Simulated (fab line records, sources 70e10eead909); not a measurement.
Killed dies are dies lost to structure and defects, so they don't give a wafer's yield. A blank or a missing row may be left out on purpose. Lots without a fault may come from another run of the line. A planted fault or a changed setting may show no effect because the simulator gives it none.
fab line records | flow nand_harc
record lots=24 wafers=72 last_day=24
route steps=1159 shown A_CHANNEL_FILL_D1@494 A_STAIRCASE@531
lots that met no fault: from a run of the same line without faults
start_h: hours from the record's first day to the start of the lot's first wafer shown | wait_h: hours since the lot's step before | " the same as in the row above | L1.1+2: a row that stands for several wafers | - no value, or no start given | * or withheld: withheld | < > ~ a bound
route shown NAME@n: a module of which the file shows steps, and the number in the route of the first | usual: mean/standard deviation of fault-free wafers | same: alike in all rows | chamber/n: place in a boat | sites: the reading at each site | _std_site: their standard deviation | _edge_site: outer sites' mean less inner sites' | radius_mm: how far each site lies from the wafer's centre | mask NAME#n: copy n | behind: the tool/chamber that last shaped the wafer | hold: why the lot was held/for how many hours/how that ended | device: the transistor (n, p or np) that didn't switch | end of line: the same wafers' tests at the end of the route | a step without rows: its recipe alone | killed: dies lost to structure and defects at the first sort, not the wafer's yield | map: a wafer's dies, x killed, . not, _ none there
set.NAME: the setting as run; set.NAME@STEP: as run at that earlier step | model.NAME: the simulator's own value behind a step, which no gauge read
steps of the route over a sample of lots; a table a step, a row a wafer
services: from which hour (start_h, from the record's first day; less than 0 if before it) a tool's chamber was out of use, for how many hours, and why
## steps
# step NHARC_A_CHANNEL_FILL_D1_ALD_14
# recipe target_thk_a=25 pulse_time_s=10 ald_cycles=25 temp_c=300 material=SiO2
# usual heater_power_w=503/72 precursor_pulse_height_rel=0.999/0.02
# columns lot.wafer tool chamber start_h wait_h heater_power_w precursor_pulse_height_rel
L074.1 ald_hk-03 2 197.67 0.1 447 1.010
L074.2 " 3 " " 431 0.990
L074.5 " 1 " " 403 0.989
L075.1 ald_hk-03 2 197.93 0.3 454 1.005
L075.4 " 3 " " 422 1.029
L075.5 " 1 " " 411 1.030
L077.2 ald_hk-02 0 205.12 0.1 572 1.023
L077.4 " 1 " " 501 0.991
L077.6 " 3 " " 559 1.009
L076.1 ald_hk-02 1 205.34 0.3 497 0.975
L076.4 " 3 " " 568 0.999
L076.6 " 0 " " 551 1.007
L078.1 ald_hk-04 2 214.42 0.2 525 0.995
L078.3 " 3 " " 542 0.991
L078.5 " 3 " " 547 1.017
L080.4 ald_hk-02 1 220.57 0.1 505 1.019
L080.3 " 3 " " 564 0.958
L080.5 " 1 " " 504 0.998
L079.2 ald_hk-03 0 220.65 0.2 391 1.019
L079.5 " 1 " " 402 0.995
L079.6 " 2 " " 439 0.981
L082.1 ald_hk-03 1 236.77 1.2 400 0.977
L082.6 " 0 " " 390 0.999
L082.5 " 1 " " 407 0.962
L081.2 ald_hk-03 1 237.02 1.5 404 0.983
L081.6 " 3 " " 409 0.976
L081.5 " 0 " " 389 1.021
L083.2 ald_hk-04 0 249.34 0.0 529 1.009
L083.1 " 2 " " 524 1.007
L083.3 " 3 " " 543 1.028
L084.3 ald_hk-04 2 249.56 0.3 516 0.986
L084.4 " 3 " " 557 1.026
L084.1 " 0 " " 549 1.013
L085.4 ald_hk-04 2 265.53 0.0 505 0.998
L085.5 " 2 " " 516 0.985
L085.6 " 3 " " 539 0.994
L086.3 ald_hk-03 0 265.54 0.1 395 1.009
L086.2 " 1 " " 389 0.984
L086.1 " 2 " " 447 1.000
L088.3 ald_hk-02 2 269.99 0.3 681 1.021
L088.5 " 3 " " 578 1.007
L088.6 " 0 " " 569 1.010
L087.4 ald_hk-04 3 285.45 0.0 540 0.994
L087.1 " 1 " " 516 0.994
L087.6 " 0 " " 530 0.953
L090.4 ald_hk-04 1 285.71 0.3 495 0.987
L090.5 " 0 " " 539 1.020
L090.6 " 1 " " 507 1.017
L091.1 ald_hk-03 0 289.33 0.1 385 1.001
L091.3 " 1 " " 398 1.012
L091.5 " 3 " " 420 1.000
L089.1 ald_hk-04 3 289.44 0.2 542 1.024
L089.3 " 2 " " 514 0.988
L089.6 " 3 " " 545 0.999
L093.2 ald_hk-03 2 297.40 1.4 453 1.041
L093.1 " 0 " " 396 0.998
L093.6 " 2 " " 461 0.995
L092.2 ald_hk-02 0 305.31 0.1 544 1.011
L092.6 " 2 " " 637 0.965
L092.5 " 3 " " 498 1.009
L095.2 ald_hk-02 0 327.79 0.5 553 1.007
L095.4 " 1 " " 528 1.024
L095.1 " 2 " " 630 0.984
L096.3 ald_hk-02 0 328.01 0.7 556 0.986
L096.4 " 1 " " 515 0.974
L096.2 " 2 " " 650 1.045
L094.4 ald_hk-02 0 331.41 0.1 553 0.977
L094.3 " 1 " " 515 0.977
L094.6 " 0 " " 557 0.967
L097.4 ald_hk-02 3 335.30 0.1 501 1.017
L097.1 " 0 " " 546 1.008
L097.5 " 1 " " 526 1.002
# step NHARC_A_CHANNEL_FILL_D1_ALD_25
# recipe target_thk_a=600 pulse_time_s=10 ald_cycles=600 temp_c=300 material=SiOx
# usual heater_power_w=506/71 precursor_pulse_height_rel=1.002/0.02
# columns lot.wafer tool chamber start_h wait_h heater_power_w precursor_pulse_height_rel
L074.1 ald_hk-03 1 226.36 0.1 411 0.997
L074.2 " 2 " " 448 1.023
L074.5 " 2 229.46 3.1 445 1.016
L075.4 ald_hk-02 0 226.97 0.7 577 1.015
L075.1 " 1 " " 500 0.989
L075.5 " 3 228.86 2.6 565 1.036
L076.4 ald_hk-02 1 235.39 0.0 514 0.983
L076.1 " 2 " " 678 0.998
L076.6 " 2 238.50 3.2 656 0.973
L077.2 ald_hk-04 0 235.39 0.1 532 1.014
L077.4 " 1 " " 514 0.999
L077.6 " 0 237.87 2.5 526 1.004
L078.3 ald_hk-03 0 243.86 0.1 399 1.040
L078.1 " 2 246.37 2.6 454 0.984
L078.5 " 1 250.13 6.3 400 0.966
L080.3 ald_hk-04 2 249.89 0.1 509 1.010
L080.4 " 3 " " 527 1.012
L080.5 " 3 252.93 3.1 547 1.025
L079.2 ald_hk-02 2 251.98 2.1 666 1.011
L079.5 " 3 " " 586 1.015
L079.6 " 0 " " 569 1.011
L082.1 ald_hk-02 2 267.50 1.9 670 1.013
L082.6 " 3 " " 574 0.966
L082.5 " 0 " " 563 0.993
L081.2 ald_hk-04 1 267.59 2.0 503 0.991
L081.6 " 2 " " 516 0.990
L081.5 " 3 " " 539 0.955
L083.2 ald_hk-03 3 278.11 0.1 425 1.020
L083.3 " 0 279.33 1.3 390 1.008
L083.1 " 2 281.78 3.7 464 0.981
L084.4 ald_hk-04 0 278.74 0.7 529 0.994
L084.3 " 1 " " 518 0.972
L084.1 " 2 " " 522 0.984
L086.3 ald_hk-04 0 296.40 0.7 541 1.049
L086.1 " 1 " " 523 1.001
L086.2 " 2 " " 512 0.999
L085.4 ald_hk-02 0 296.97 1.2 534 1.002
L085.5 " 3 298.85 3.1 494 1.015
L085.6 " 0 " " 555 1.019
L088.3 ald_hk-03 0 299.40 0.0 399 1.008
L088.5 " 0 304.29 4.9 394 0.997
L088.6 " 1 305.51 6.2 415 0.996
L091.3 ald_hk-02 1 316.58 0.9 528 1.020
L091.1 " 2 " " 647 0.999
L091.5 " 1 319.05 3.3 519 0.991
L090.4 ald_hk-04 2 316.97 1.3 519 0.981
L090.6 " 0 318.20 2.5 543 0.996
L090.5 " 1 " " 513 0.989
L089.1 ald_hk-03 2 318.21 2.5 444 0.967
L089.3 " 3 319.45 3.8 408 1.000
L089.6 " 0 320.69 5.0 385 0.979
L087.4 ald_hk-04 1 319.44 3.7 502 0.986
L087.1 " 0 321.31 5.6 526 1.011
L087.6 " 1 " " 517 0.956
L093.1 ald_hk-04 2 328.08 1.3 514 1.061
L093.2 " 3 " " 554 1.023
L093.6 " 0 " " 535 1.023
L092.2 ald_hk-03 2 339.97 3.7 457 1.036
L092.6 " 3 341.19 4.9 410 0.992
L092.5 " 0 342.41 6.2 396 1.002
L096.3 ald_hk-04 2 356.84 0.1 526 0.978
L096.2 " 0 358.06 1.3 542 1.011
L096.4 " 1 " " 512 1.004
L095.1 ald_hk-02 1 356.98 0.2 520 0.971
L095.4 " 2 " " 636 1.043
L095.2 " 0 358.82 2.0 557 1.041
L094.4 ald_hk-03 3 360.77 0.0 429 1.009
L094.3 " 2 362.61 1.9 464 0.994
L094.6 " 3 " " 432 1.008
L097.4 ald_hk-02 1 366.62 2.2 521 0.969
L097.1 " 2 " " 647 0.994
L097.5 " 3 " " 500 1.013
# step NHARC_A_CHANNEL_FILL_D1_ETCHBACK_08
# recipe target_depth_a=2200 time_s=110 c4f8_flow_sccm=20 ar_flow_sccm=withheld rf_w=600 bias_w=300 chemistry=C4F8
# usual oes_product_au=0.95/0.037 rf_vpp_V=439.8/2.6
# columns lot.wafer tool chamber start_h wait_h oes_product_au rf_hours_counter_h rf_vpp_V
L074.1 rie_diel-12 3 - - 1.01 0 441.1
L074.2 " 1 " " 1.00 0 438.2
L074.5 " 0 " " 0.99 - 442.3
L075.4 rie_diel-03 1 - - 1.01 0 437.3
L075.1 " 2 " " 1.01 1 442.7
L075.5 " 1 " " 1.01 - 436.6
L076.4 rie_diel-07 1 - - 1.00 1 443.4
L076.1 " 0 " " 1.01 1 445.1
L076.6 " 1 " " 0.99 - 442.9
L077.2 rie_diel-12 3 - - 0.94 1 441.4
L077.4 " 1 " " 0.93 1 436.7
L077.6 " 2 " " 0.92 - 437.3
L078.3 rie_diel-03 0 - - 0.93 1 442.9
L078.1 " 2 " " 0.93 1 445.0
L078.5 " 0 " " 0.93 - 441.2
L080.3 rie_diel-12 1 - - 0.99 1 438.6
L080.4 " 3 " " 1.01 1 442.1
L080.5 " 1 " " 0.99 - 436.7
L079.2 rie_diel-07 2 - - 1.00 4 436.4
L079.6 " 1 " " 0.99 - 442.0
L079.5 " 2 " " 1.02 - 436.5
L082.1 rie_diel-12 3 - - 0.99 1 441.1
L082.6 " 0 " " 0.98 - 442.7
L082.5 " 1 " " 0.99 - 438.8
L081.2 rie_diel-03 2 - - 1.01 2 442.4
L081.6 " 1 " " 0.99 - 437.0
L081.5 " 2 " " 1.00 - 442.9
L084.3 rie_diel-12 1 - - 0.91 2 438.9
L084.1 " 2 " " 0.91 2 438.4
L084.4 " 3 " " 0.92 2 443.0
L083.2 rie_diel-12 1 - - 0.92 2 438.5
L083.3 " 3 " " 0.93 2 440.7
L083.1 " 0 " " 0.92 2 443.2
L086.3 rie_diel-12 2 - - 0.92 2 434.5
L086.2 " 3 " " 0.92 2 439.7
L086.1 " 1 " " 0.93 2 438.6
L085.4 rie_diel-12 1 - - 0.92 2 437.1
L085.6 " 1 " " 0.92 - 436.5
L085.5 " 2 " " 0.92 - 438.7
L088.3 rie_diel-12 2 - - 0.99 3 437.7
L088.6 " 0 " " 1.00 - 441.5
L088.5 " 1 " " 1.00 - 438.7
L090.4 rie_diel-12 2 - - 0.91 3 436.5
L090.5 " 3 " " 0.93 - 442.6
L090.6 " 0 " " 0.93 - 441.9
L091.1 rie_diel-12 1 - - 0.92 3 439.0
L091.3 " 2 " " 0.92 3 438.5
L091.5 " 0 " " 0.92 - 442.2
L089.1 rie_diel-03 1 - - 0.93 4 436.4
L089.3 " 3 " " 0.93 4 440.6
L089.6 " 0 " " 0.93 - 442.2
L087.1 rie_diel-12 2 - - 0.92 3 436.2
L087.4 " 0 " " 0.92 3 441.7
L087.6 " 3 " " 0.93 - 440.8
L093.1 rie_diel-03 3 - - 0.93 4 439.5
L093.2 " 0 " " 0.93 4 442.1
L093.6 " 0 " " 0.92 - 442.4
L092.2 rie_diel-03 3 - - 0.93 5 438.6
L092.5 " 0 " " 0.92 - 441.9
L092.6 " 1 " " 0.93 - 437.4
L096.3 rie_diel-03 3 - - 0.93 5 439.6
L096.4 " 0 " " 0.93 6 442.0
L096.2 " 1 " " 0.94 6 437.2
L095.1 rie_diel-12 0 - - 0.92 4 442.3
L095.2 " 2 " " 0.92 5 437.1
L095.4 " 3 " " 0.93 4 442.4
L094.3 rie_diel-12 1 - - 1.01 4 438.0
L094.4 " 2 " " 1.00 5 437.4
L094.6 " 3 " " 1.01 - 443.8
L097.1 rie_diel-07 3 - - 0.92 27 436.8
L097.4 " 1 " " 0.92 29 442.6
L097.5 " 2 " " 0.93 - 434.6
# step NHARC_A_STAIRCASE_ETCH_169
# recipe target_depth_a=500 time_s=107.1 ion_energy_ev=120 ch3f_flow_sccm=50 o2_flow_sccm=30 ar_flow_sccm=200 rf_w=500 bias_w=100 chemistry=CH3F/O2
# usual ch3f_flow_sccm=49.98/0.15 drypump_motor_current_A=5.7/0.37 oes_product_au=0.955/0.02 rf_vpp_V=244.0/1.7 showerhead_plenum_p_Torr=2.43/0.11 throttle_valve_pct=20.664/0.0096
# columns lot.wafer tool chamber start_h wait_h ch3f_flow_sccm drypump_motor_current_A oes_product_au rf_hours_counter_h rf_vpp_V showerhead_plenum_p_Torr throttle_valve_pct
L074.2 rie_diel-02 3 239.37 0.1 50.10 6.2 0.981 25 246.5 2.60 20.647
L074.1 " 1 " " 49.91 5.4 0.960 26 242.2 2.31 20.665
L074.5 " 0 " " 49.96 5.2 0.962 - 244.7 2.51 20.671
L075.1 rie_diel-01 2 239.56 0.1 50.19 6.3 0.972 34 246.7 2.54 20.678
L075.4 " 2 " " 50.23 6.3 0.971 - 246.6 2.54 20.660
L075.5 " 0 " " 49.64 5.5 0.969 - 243.5 2.34 20.672
L077.2 rie_diel-02 2 248.46 0.1 50.08 5.8 0.958 29 243.4 2.35 20.663
L077.4 " 2 " " 50.22 5.8 0.959 - 243.7 2.35 20.660
L077.6 " 0 " " 50.24 5.3 0.968 - 243.0 2.50 20.673
L076.1 rie_diel-01 0 248.59 0.1 49.97 5.4 0.985 38 242.6 2.34 20.671
L076.4 " 1 " " 49.92 5.8 0.959 37 242.9 2.36 20.670
L076.6 " 0 " " 49.88 5.4 0.984 - 243.5 2.34 20.653
L080.4 rie_diel-02 2 260.89 0.1 49.90 5.8 0.933 35 243.2 2.35 20.658
L080.3 " 0 " " 49.80 5.2 0.916 36 244.6 2.50 20.662
L080.5 " 2 " " 50.00 5.8 0.912 - 243.8 2.34 20.660
L078.1 rie_diel-13 1 261.25 0.3 50.00 6.3 0.935 58 243.9 2.34 20.671
L078.3 " 2 " " 49.85 5.7 0.913 57 242.7 2.27 20.665
L078.5 " 1 " " 49.95 6.3 0.937 - 242.6 2.34 20.676
L079.2 rie_diel-02 1 263.04 0.1 49.96 5.4 0.964 38 240.2 2.31 20.662
L079.5 " 3 " " 49.91 6.3 0.976 - 246.0 2.60 20.661
L079.6 " 0 " " 49.89 5.2 0.977 - 244.8 2.50 20.651
L082.1 rie_diel-02 3 279.14 0.1 49.76 6.2 0.976 32 245.9 2.59 20.673
L082.5 " 2 " " 49.87 5.8 0.960 - 242.7 2.34 20.667
L082.6 " 3 " " 49.69 6.2 0.972 - 245.4 2.59 20.669
L081.2 rie_diel-02 0 279.35 0.1 49.78 5.2 0.955 42 243.9 2.50 20.661
L081.5 " 2 " " 49.99 5.9 0.944 - 243.2 2.34 20.661
L081.6 " 3 " " 49.97 6.2 0.965 - 246.3 2.59 20.658
L084.3 rie_diel-02 3 291.38 0.1 49.73 6.3 0.928 36 246.4 2.59 20.666
L084.1 " 0 " " 49.89 5.2 0.918 48 244.5 2.50 20.653
L084.4 " 2 " " 49.87 5.8 0.913 47 242.2 2.34 20.652
L083.2 rie_diel-13 1 295.23 0.1 49.87 6.3 0.966 5 243.3 2.33 20.674
L083.1 " 3 " " 49.81 5.4 0.936 4 243.0 2.41 20.675
L083.3 " 0 " " 50.02 5.5 0.973 5 243.9 2.45 20.666
L085.4 rie_diel-02 1 309.60 0.1 49.81 5.4 0.918 54 242.1 2.30 20.657
L085.6 " 1 " " 49.76 5.4 0.922 - 242.4 2.30 20.658
L085.5 " 2 " " 49.83 5.8 0.928 - 242.7 2.34 20.658
L086.3 rie_diel-01 0 310.17 0.1 49.92 5.4 0.928 64 243.1 2.33 20.688
L086.1 " 1 " " 49.83 5.8 0.927 59 241.8 2.35 20.665
L086.2 " 3 " " 50.49 5.5 0.919 62 244.1 2.47 20.668
L088.3 rie_diel-02 0 316.26 0.2 49.90 5.2 0.961 54 242.6 2.49 20.659
L088.6 " 1 " " 50.11 5.4 0.941 - 242.7 2.30 20.673
L088.5 " 2 " " 50.35 5.8 0.939 - 242.7 2.34 20.654
L091.1 rie_diel-13 3 329.13 0.1 50.20 5.4 0.980 18 244.0 2.41 20.670
L091.3 " 0 " " 50.18 5.4 0.974 19 242.9 2.44 20.672
L091.5 " 1 " " 50.06 6.3 0.989 - 242.6 2.33 20.642
L090.4 rie_diel-13 3 329.29 0.1 50.07 5.4 0.946 18 244.0 2.41 20.669
L090.6 " 2 " " 50.00 5.6 0.946 - 247.5 2.65 20.674
L090.5 " 3 " " 50.16 5.4 0.960 - 243.8 2.41 20.661
L087.1 rie_diel-01 2 332.50 0.1 50.13 6.3 0.942 4 246.5 2.53 20.652
L087.4 " 3 " " 49.95 5.6 0.943 4 242.9 2.47 20.644
L087.6 " 2 " " 49.84 6.3 0.951 - 246.0 2.53 20.664
L089.1 rie_diel-01 1 332.78 0.3 49.88 5.8 0.950 3 244.6 2.35 20.653
L089.3 " 3 " " 49.91 5.5 0.938 4 244.9 2.47 20.644
L089.6 " 1 " " 50.00 5.8 0.955 - 243.0 2.35 20.664
L093.1 rie_diel-13 3 340.26 0.1 49.87 5.4 0.965 23 243.6 2.40 20.662
L093.2 " 0 " " 49.93 5.4 0.988 23 245.6 2.44 20.657
L093.6 " 2 " " 49.86 5.6 0.984 - 246.2 2.65 20.652
L092.2 rie_diel-13 3 353.47 0.1 50.04 5.4 0.953 27 242.5 2.40 20.662
L092.6 " 3 " " 50.09 5.4 0.951 - 245.3 2.40 20.666
L092.5 " 0 " " 50.15 5.5 0.954 - 245.2 2.44 20.674
L095.1 rie_diel-01 1 369.94 0.1 49.87 5.8 0.951 16 243.2 2.34 20.662
L095.4 " 2 " " 49.88 6.2 0.969 19 244.5 2.52 20.666
L095.2 " 3 " " 50.08 5.5 0.955 19 245.5 2.47 20.670
L096.4 rie_diel-02 2 370.13 0.1 49.87 5.8 0.938 11 242.6 2.33 20.674
L096.2 " 3 " " 50.02 6.3 0.946 11 246.3 2.58 20.673
L096.3 " 0 " " 50.22 5.2 0.963 10 244.9 2.49 20.667
L094.3 rie_diel-02 0 374.05 0.1 50.06 5.2 0.972 11 245.4 2.49 20.687
L094.4 " 1 " " 49.78 5.4 0.981 10 242.4 2.30 20.648
L094.6 " 0 " " 50.12 5.3 0.969 - 245.0 2.49 20.656
L097.4 rie_diel-02 2 378.79 0.1 49.99 5.8 0.951 12 242.1 2.33 20.664
L097.1 " 3 " " 50.13 6.2 0.984 13 245.3 2.58 20.669
L097.5 " 2 " " 50.14 5.8 0.960 - 242.3 2.33 20.671
# step NHARC_A_STAIRCASE_ETCH_21
# recipe target_depth_a=1000 time_s=40.5 ion_energy_ev=400 c4f8_flow_sccm=20 o2_flow_sccm=10 ar_flow_sccm=withheld rf_w=600 bias_w=1000 chemistry=C4F8/O2
# usual oes_product_au=0.945/0.014 rf_vpp_V=894/5.5
# columns lot.wafer tool chamber start_h wait_h oes_product_au rf_hours_counter_h rf_vpp_V
L074.2 rie_diel-02 2 - - 0.959 27 890
L074.1 " 1 " " 0.959 28 888
L074.5 " 1 " " 0.953 - 889
L075.1 rie_diel-13 2 - - 0.934 50 886
L075.4 " 3 " " 0.935 54 893
L075.5 " 2 " " 0.932 - 887
L077.2 rie_diel-13 1 - - 0.932 53 890
L077.4 " 3 " " 0.913 56 894
L077.6 " 0 " " 0.919 - 895
L076.1 rie_diel-02 2 - - 0.942 32 889
L076.4 " 0 " " 0.944 - 899
L076.6 " 2 " " 0.939 - 891
L080.3 rie_diel-02 2 - - 0.929 38 889
L080.4 " 2 " " 0.940 - 889
L080.5 " 3 " " 0.954 - 905
L078.3 rie_diel-01 1 - - 0.943 45 891
L078.1 " 3 " " 0.933 45 897
L078.5 " 2 " " 0.931 - 900
L079.2 rie_diel-01 0 - - 0.952 47 890
L079.5 " 3 " " 0.951 - 897
L079.6 " 0 " " 0.948 - 890
L082.1 rie_diel-01 1 - - 0.930 50 890
L082.6 " 2 " " 0.930 - 899
L082.5 " 3 " " 0.937 - 896
L081.2 rie_diel-02 3 - - 0.964 34 903
L081.6 " 1 " " 0.933 - 888
L081.5 " 2 " " 0.935 - 889
L084.3 rie_diel-01 2 - - 0.927 56 899
L084.1 " 0 " " 0.940 59 889
L084.4 " 1 " " 0.926 55 890
L083.3 rie_diel-02 1 - - 0.956 51 888
L083.1 " 2 " " 0.947 49 890
L083.2 " 0 " " 0.946 49 898
L085.4 rie_diel-02 3 - - 0.966 43 903
L085.6 " 2 " " 0.970 - 890
L085.5 " 3 " " 0.963 - 904
L086.2 rie_diel-01 2 - - 0.951 61 898
L086.3 " 3 " " 0.960 63 896
L086.1 " 0 " " 0.952 64 890
L088.3 rie_diel-13 0 - - 0.972 14 895
L088.5 " 1 " " 0.954 - 890
L088.6 " 2 " " 0.949 - 906
L091.3 rie_diel-01 1 - - 0.936 2 891
L091.1 " 2 " " 0.940 4 899
L091.5 " 1 " " 0.946 - 891
L090.4 rie_diel-01 3 - - 0.942 4 896
L090.5 " 3 " " 0.936 - 895
L090.6 " 0 " " 0.946 - 889
L087.4 rie_diel-13 1 - - 0.931 24 889
L087.1 " 3 " " 0.956 21 892
L087.6 " 1 " " 0.937 - 889
L089.3 rie_diel-01 2 - - 0.939 6 898
L089.1 " 1 " " 0.924 6 891
L089.6 " 3 " " 0.929 - 898
L093.1 rie_diel-13 2 - - 0.945 25 905
L093.2 " 3 " " 0.928 24 893
L093.6 " 0 " " 0.952 - 896
L092.2 rie_diel-01 0 - - 0.985 12 889
L092.5 " 0 " " 0.986 - 890
L092.6 " 1 " " 0.980 - 891
L095.2 rie_diel-02 3 - - 0.950 12 902
L095.1 " 0 " " 0.923 10 896
L095.4 " 2 " " 0.941 11 888
L096.4 rie_diel-13 0 - - 0.955 31 894
L096.3 " 2 " " 0.938 32 906
L096.2 " 3 " " 0.938 31 892
L094.3 rie_diel-13 2 - - 0.962 33 904
L094.4 " 3 " " 0.960 32 893
L094.6 " 2 " " 0.958 - 906
L097.4 rie_diel-02 0 - - 0.951 12 897
L097.1 " 1 " " 0.947 12 888
L097.5 " 1 " " 0.942 - 888
# step NHARC_A_STAIRCASE_ETCH_25
# recipe target_depth_a=1000 time_s=40.5 ion_energy_ev=400 c4f8_flow_sccm=20 o2_flow_sccm=10 ar_flow_sccm=withheld rf_w=600 bias_w=1000 chemistry=C4F8/O2
# usual oes_product_au=0.945/0.01 rf_vpp_V=894/5.4
# columns lot.wafer tool chamber start_h wait_h oes_product_au rf_hours_counter_h rf_vpp_V
L074.2 rie_diel-02 2 - - 0.932 27 892
L074.1 " 0 " " 0.951 28 899
L074.5 " 2 " " 0.945 - 890
L075.1 rie_diel-13 0 - - 0.942 54 896
L075.4 " 1 " " 0.952 50 890
L075.5 " 1 " " 0.953 - 890
L077.2 rie_diel-13 2 - - 0.931 53 886
L077.4 " 3 " " 0.925 57 895
L077.6 " 2 " " 0.933 - 885
L076.1 rie_diel-02 0 - - 0.935 34 898
L076.6 " 1 " " 0.944 - 889
L076.4 " 2 " " 0.946 - 890
L080.3 rie_diel-02 2 - - 0.932 38 891
L080.5 " 1 " " 0.932 - 888
L080.4 " 3 " " 0.936 - 903
L078.1 rie_diel-01 0 - - 0.940 47 890
L078.3 " 2 " " 0.932 45 901
L078.5 " 0 " " 0.930 - 890
L079.2 rie_diel-01 1 - - 0.938 46 891
L079.5 " 3 " " 0.965 - 898
L079.6 " 0 " " 0.948 - 889
L082.1 rie_diel-01 0 - - 0.941 54 890
L082.5 " 0 " " 0.950 - 890
L082.6 " 1 " " 0.943 - 889
L081.2 rie_diel-02 3 - - 0.955 35 901
L081.5 " 0 " " 0.936 - 897
L081.6 " 1 " " 0.939 - 888
L084.4 rie_diel-01 2 - - 0.942 56 900
L084.1 " 3 " " 0.931 57 899
L084.3 " 1 " " 0.941 55 890
L083.3 rie_diel-02 0 - - 0.943 49 898
L083.2 " 2 " " 0.944 49 888
L083.1 " 3 " " 0.953 38 902
L085.4 rie_diel-02 1 - - 0.948 55 889
L085.6 " 3 " " 0.956 - 902
L085.5 " 0 " " 0.946 - 899
L086.1 rie_diel-01 1 - - 0.945 60 891
L086.3 " 2 " " 0.967 61 900
L086.2 " 3 " " 0.963 63 898
L088.3 rie_diel-13 2 - - 0.953 14 905
L088.5 " 1 " " 0.944 - 889
L088.6 " 2 " " 0.953 - 906
L091.3 rie_diel-01 3 - - 0.944 4 896
L091.1 " 0 " " 0.948 3 889
L091.5 " 3 " " 0.946 - 896
L090.4 rie_diel-01 2 - - 0.938 5 899
L090.6 " 1 " " 0.943 - 892
L090.5 " 2 " " 0.945 - 900
L087.4 rie_diel-13 3 - - 0.935 22 894
L087.1 " 0 " " 0.943 22 894
L087.6 " 0 " " 0.939 - 895
L089.3 rie_diel-01 2 - - 0.950 7 899
L089.1 " 3 " " 0.938 7 898
L089.6 " 0 " " 0.951 - 890
L093.1 rie_diel-13 2 - - 0.960 25 905
L093.2 " 0 " " 0.949 25 896
L093.6 " 2 " " 0.948 - 907
L092.2 rie_diel-01 2 - - 0.962 14 899
L092.5 " 3 " " 0.948 - 895
L092.6 " 0 " " 0.969 - 889
L095.4 rie_diel-02 1 - - 0.956 10 887
L095.2 " 2 " " 0.947 11 890
L095.1 " 3 " " 0.937 12 901
L096.2 rie_diel-13 1 - - 0.946 34 891
L096.3 " 3 " " 0.939 31 893
L096.4 " 0 " " 0.959 31 894
L094.4 rie_diel-13 2 - - 0.948 33 906
L094.3 " 0 " " 0.943 32 894
L094.6 " 1 " " 0.935 - 889
L097.1 rie_diel-02 2 - - 0.922 14 888
L097.4 " 0 " " 0.928 12 897
L097.5 " 2 " " 0.937 - 888
## services
# columns tool chamber start_h hours kind
rie_diel-07 1 176.00 37.6 repair
ald_hk-04 - 186.22 10.0 pm
rie_diel-03 0 189.17 13.7 repair
rie_diel-12 2 191.35 4.2 repair
rie_diel-12 - 202.49 9.0 pm
rie_diel-03 - 215.33 9.0 pm
rie_diel-07 3 220.56 8.0 repair
rie_diel-07 - 228.20 9.0 pm
rie_diel-13 - 230.64 1.0 repair
ald_hk-04 - 233.21 2.0 repair
rie_diel-01 3 237.65 6.5 repair
rie_diel-02 3 242.74 16.8 repair
rie_diel-13 3 247.91 3.9 repair
rie_diel-12 - 262.20 0.7 repair
rie_diel-13 - 276.04 9.0 pm
rie_diel-13 0 298.36 4.0 repair
rie_diel-01 - 314.80 9.0 pm
ald_hk-03 - 325.57 10.0 pm
rie_diel-02 - 328.15 9.0 pm
rie_diel-01 2 339.55 1.5 repair
rie_diel-13 - 346.60 0.4 repair
rie_diel-03 3 350.89 9.4 repair
rie_diel-03 2 355.52 1.6 repair
rie_diel-12 - 379.51 9.0 pm
## key
fault none
